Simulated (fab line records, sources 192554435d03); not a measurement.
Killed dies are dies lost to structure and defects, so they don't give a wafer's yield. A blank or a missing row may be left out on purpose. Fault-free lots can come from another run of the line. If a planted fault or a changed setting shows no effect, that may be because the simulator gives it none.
Which tool is to blame?    flow n5-finfet    9 lots with 27 wafers sampled at 5 steps, on a route of 1938 steps

== WHAT THE GAUGES READ, wafer by wafer ==
N5_BEOL_M4_THK_MEAS_53: measures by xrf.
lot   measured      on             M4_THK (nm)
L128  day 9 01:03   film-metro-02  39.6 39.0 39.9
L130  day 9 18:29   film-metro-02  40.7 40.3 39.2
L131  day 9 20:25   film-metro-01  41.1 38.9 40.4
L135  day 10 02:23  film-metro-01  40.1 38.2 39.3
L134  day 10 17:34  film-metro-01  39.8 38.3 41.0
L137  day 11 03:32  film-metro-02  155.7 146.0 40.8
L139  day 11 19:58  film-metro-02  144.6 141.0 39.1
L143  day 12 13:37  film-metro-02  39.5 40.0 42.9
L147  day 13 12:50  film-metro-01  41.2 40.0 42.5

== WHICH TOOL RAN EACH LOT (tool, then ch and the chambers of the sampled wafers, then the start) ==
lot   N5_BEOL_M4_SPUTTER_81         N5_BEOL_M4_SPUTTER_92         N5_BEOL_M4_ANNEAL_51              N5_BEOL_M4_CMP_52
L128  pvd-sputter-01, day 8 22:53   pvd-sputter-01, day 8 23:46   rtp-anneal-02 ch 0, day 9 00:33   cmp-04 ch 0,3, day 9 00:46
L130  pvd-sputter-02, day 9 16:22   pvd-sputter-02, day 9 17:15   rtp-anneal-02 ch 0, day 9 17:53   cmp-02 ch 1,2, day 9 18:11
L131  pvd-sputter-01, day 9 18:18   pvd-sputter-01, day 9 19:11   rtp-anneal-01 ch 0, day 9 19:52   cmp-02 ch 2,3, day 9 20:07
L135  pvd-sputter-03, day 10 00:17  pvd-sputter-03, day 10 01:10  rtp-anneal-01 ch 0, day 10 01:48  cmp-02 ch 0,1,3, day 10 02:08
L134  pvd-sputter-02, day 10 15:27  pvd-sputter-02, day 10 16:20  rtp-anneal-01 ch 0, day 10 17:01  cmp-04 ch 0,1,2, day 10 17:20
L137  pvd-sputter-02, day 11 01:24  pvd-sputter-02, day 11 02:17  rtp-anneal-02 ch 0, day 11 03:01  cmp-02 ch 1,2,3, day 11 03:16
L139  pvd-sputter-01, day 11 17:44  pvd-sputter-01, day 11 18:37  rtp-anneal-01 ch 0, day 11 19:25  cmp-02 ch 0,2,3, day 11 19:44
L143  pvd-sputter-01, day 12 11:30  pvd-sputter-01, day 12 12:23  rtp-anneal-02 ch 0, day 12 13:09  cmp-04 ch 0,1,3, day 12 13:25
L147  pvd-sputter-01, day 13 10:43  pvd-sputter-01, day 13 11:36  rtp-anneal-01 ch 0, day 13 12:14  cmp-03 ch 0,1,3, day 13 12:32
- N5_BEOL_M4_SPUTTER_81: material Cu, target thk 4.5 nm, time 8.29 s.
- N5_BEOL_M4_SPUTTER_92: material Cu, target thk 4.5 nm, time 8.29 s.
- N5_BEOL_M4_ANNEAL_51: time 90 s.
- N5_BEOL_M4_CMP_52: polishes, stops on SiOC, t overpolish 6.8 s, target thk 40 nm.

== THE ANSWER, worked out from the rows above alone ==
Rule: what is usual is taken from the lots themselves. Put in order of their means at a reading, lots are off if they are a third of the lots or fewer, leave a main group of 4 or more, and stand apart from it by a gap of 3 or more times the standard deviation of the main group's means; of several such gaps the widest counts. A main group whose means are all the same, to the digits that the tables above print for the reading, isn't used. Also off: a lot with no number at a reading for which 4 or more lots have one. The other lots that the step has rows for count as sound.
Off: L137, L139, at N5_BEOL_M4_THK_MEAS_53 (M4_THK). The main group: mean 40.1 nm, standard deviation 0.67.
A tool fits if, at a process step before that reading, it ran every lot that is off, and no sound lot after the first of them. Those tools and the gauges at N5_BEOL_M4_THK_MEAS_53 are tried in the same way. One fits: N5_BEOL_M4_CMP_52 on cmp-02. A fault onset in the window from L135 (day 10 02:08, its last sound lot) to L137 (day 11 03:16, its first lot off) fits.

== WHAT WAS PUT IN BY THE SIMULATOR ==
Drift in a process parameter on cmp-02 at N5_BEOL_M4_CMP_52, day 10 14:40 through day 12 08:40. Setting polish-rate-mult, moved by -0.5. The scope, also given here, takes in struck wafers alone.
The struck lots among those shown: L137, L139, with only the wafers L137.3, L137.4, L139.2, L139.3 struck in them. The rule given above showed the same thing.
